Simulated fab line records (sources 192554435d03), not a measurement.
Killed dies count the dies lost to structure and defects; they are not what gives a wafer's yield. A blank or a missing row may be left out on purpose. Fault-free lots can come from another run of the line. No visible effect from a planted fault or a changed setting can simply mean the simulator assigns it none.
Which tool was responsible? | flow n5_finfet | 10 lots with 29 wafers sampled at 6 steps, on a route of 1938 steps

== WHAT THE GAUGES READ, wafer by wafer ==
N5_BEOL_M4_RC_MEAS_101.
lot  | measured     | on        | DIBL_N (mV/V)
L651 | day 9 01:29  | prober-02 | 29.6 38.5 38.8
L654 | day 10 00:14 | prober-02 | 37.4 38.7
L660 | day 11 11:06 | prober-01 | 36.1 35.0 38.0
L662 | day 11 22:40 | prober-01 | 40.6 32.5 39.4
L669 | day 13 21:52 | prober-01 | 34.8 34.6 37.2
L671 | day 14 02:41 | prober-01 | 35.3 35.0 35.3
L672 | day 14 04:58 | prober-02 | 32.9 33.3 36.5

== WHAT TOOL EACH LOT RAN ON (gives the tool, then ch and the chambers of the sampled wafers, and finally the start) ==
lot  | N5_BEOL_M2_SPUTTER_86        | N5_BEOL_M2_SPUTTER_88        | N5_BEOL_M2_ANNEAL_89         | N5_BEOL_M2_ECD_50              | N5_BEOL_M2_CMP_52
L651 | pvd_sputter-03, day 7 17:17  | pvd_sputter-03, day 7 17:30  | pvd_sputter-03, day 7 17:35  | ecd_cu-01 ch 0,1, day 7 18:29  | cmp-04 ch 2,3, day 7 19:29
L652 | pvd_sputter-03, day 7 19:26  | pvd_sputter-03, day 7 19:40  | pvd_sputter-03, day 7 19:44  | ecd_cu-02 ch 0,1, day 7 20:40  | cmp-02 ch 1,2, day 7 21:02
L653 | pvd_sputter-03, day 8 00:57  | pvd_sputter-03, day 8 01:10  | pvd_sputter-03, day 8 01:15  | ecd_cu-02 ch 0,1, day 8 02:10  | cmp-03 ch 0,1,2, day 8 02:35
L655 | pvd_sputter-03, day 8 07:59  | pvd_sputter-03, day 8 08:13  | pvd_sputter-03, day 8 08:17  | ecd_cu-01 ch 0,1, day 8 09:12  | cmp-03 ch 0,1,3, day 8 09:37
L654 | pvd_sputter-03, day 8 18:15  | pvd_sputter-03, day 8 18:28  | pvd_sputter-03, day 8 18:33  | ecd_cu-01 ch 0,1, day 8 19:28  | cmp-04 ch 2,3, day 8 19:57
L660 | pvd_sputter-02, day 10 00:28 | pvd_sputter-02, day 10 00:41 | pvd_sputter-02, day 10 00:46 | ecd_cu-02 ch 0,1, day 10 01:43 | cmp-04 ch 0,1,2, day 10 02:40
L662 | pvd_sputter-01, day 10 11:25 | pvd_sputter-01, day 10 11:38 | pvd_sputter-01, day 10 11:43 | ecd_cu-01 ch 0,1, day 10 12:39 | cmp-04 ch 1,3, day 10 13:07
L669 | pvd_sputter-02, day 12 16:59 | pvd_sputter-02, day 12 17:13 | pvd_sputter-02, day 12 17:17 | ecd_cu-02 ch 0,1, day 12 18:13 | cmp-04 ch 0,1,3, day 12 18:50
L671 | pvd_sputter-01, day 12 20:45 | pvd_sputter-01, day 12 20:58 | pvd_sputter-01, day 12 21:03 | ecd_cu-02 ch 0,1, day 12 21:59 | cmp-04 ch 2,3, day 12 22:20
L672 | pvd_sputter-02, day 12 23:55 | pvd_sputter-02, day 13 00:08 | pvd_sputter-02, day 13 00:13 | ecd_cu-01 ch 0, day 13 01:08   | cmp-03 ch 0,2, day 13 01:30
- N5_BEOL_M2_SPUTTER_86: material Cu, target thk 4.5 nm, time 8.29 s.
- N5_BEOL_M2_SPUTTER_88: material Cu, target thk 4.5 nm, time 8.29 s.
- N5_BEOL_M2_ANNEAL_89: time 240 s.
- N5_BEOL_M2_ECD_50: material Cu, target thk 300 nm.
- N5_BEOL_M2_CMP_52: polishes, stops on SiOC, t overpolish 6.8 s, target thk 40 nm.

== THE ANSWER, worked out from the rows above alone ==
Rule: what is usual is taken from the lots themselves. The widest of any qualifying gaps counts: lots, ordered by their means at a reading, are off when they make up no more than a third of the lots, leave a main group of 4 or more, and stand apart from it by 3 or more times the standard deviation of that group's means. A main group is skipped when, at the precision printed for the reading in the tables above, its means are all equal. A lot without any number at a reading at which 4 lots or more have one is off too. Where the step has rows for the other lots, those lots are counted as sound.
No lot is off at any reading shown: from this, nothing can be told.

== WHAT THE SIMULATOR HAD PUT IN ==
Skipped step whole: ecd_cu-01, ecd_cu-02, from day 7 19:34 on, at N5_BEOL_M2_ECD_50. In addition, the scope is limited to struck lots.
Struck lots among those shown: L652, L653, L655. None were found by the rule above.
